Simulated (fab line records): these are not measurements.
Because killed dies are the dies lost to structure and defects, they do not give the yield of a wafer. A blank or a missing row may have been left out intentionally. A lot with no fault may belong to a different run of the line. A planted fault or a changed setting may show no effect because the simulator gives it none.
Matching of chambers	flow n5_finfet	N5_BEOL_M2_CO_CAP_55 on cvd_co-02: 3 sister chambers
The step material Co, precursor CCTBA/H2, target thk 2 nm, time 102.1 s. 3 wafers are shown with their chamber, then 12 later ones without.

== WAFERS WITH THEIR CHAMBER ==
wafer	chamber	heater_power_w (W)
L091.5	2	245
L092.3	0	235
L092.5	1	218

== WAFERS WITH NO CHAMBER GIVEN ==
wafer	heater_power_w (W)
L095.3	237
L095.4	216
L095.5	249
L094.2	237
L094.3	247
L094.5	221
L097.1	243
L097.2	218
L097.3	253
L096.3	217
L096.4	251
L096.5	222

== WHICH CHAMBER EACH WENT THROUGH ==
wafer	from the rows above	in truth
L095.3	can't be placed: 0 or 2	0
L095.4	1	1
L095.5	2	2
L094.2	can't be placed: 0 or 2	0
L094.3	2	2
L094.5	1	1
L097.1	can't be placed: 2 or 0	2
L097.2	1	1
L097.3	2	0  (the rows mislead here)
L096.3	1	1
L096.4	2	2
L096.5	1	1
Correctly placed: 8 of 12. Cannot be placed on the basis of these rows: 3; the candidates contain the true chamber in 3. Placed wrongly: 1.
How it was worked out, from the rows above alone: a wafer's distance from a chamber is the root of the sum, over the readings, of the square of ((its reading less the chamber's mean) divided by the reading's scatter). If the next closest chamber is less than 2 further off than the closest, the wafer can't be placed; otherwise it belongs to the closest. The mean given for a chamber averages the wafers shown for that chamber. The scatter: root of mean squared gap, hidden wafer to nearest shown wafer, with one shown wafer a chamber.
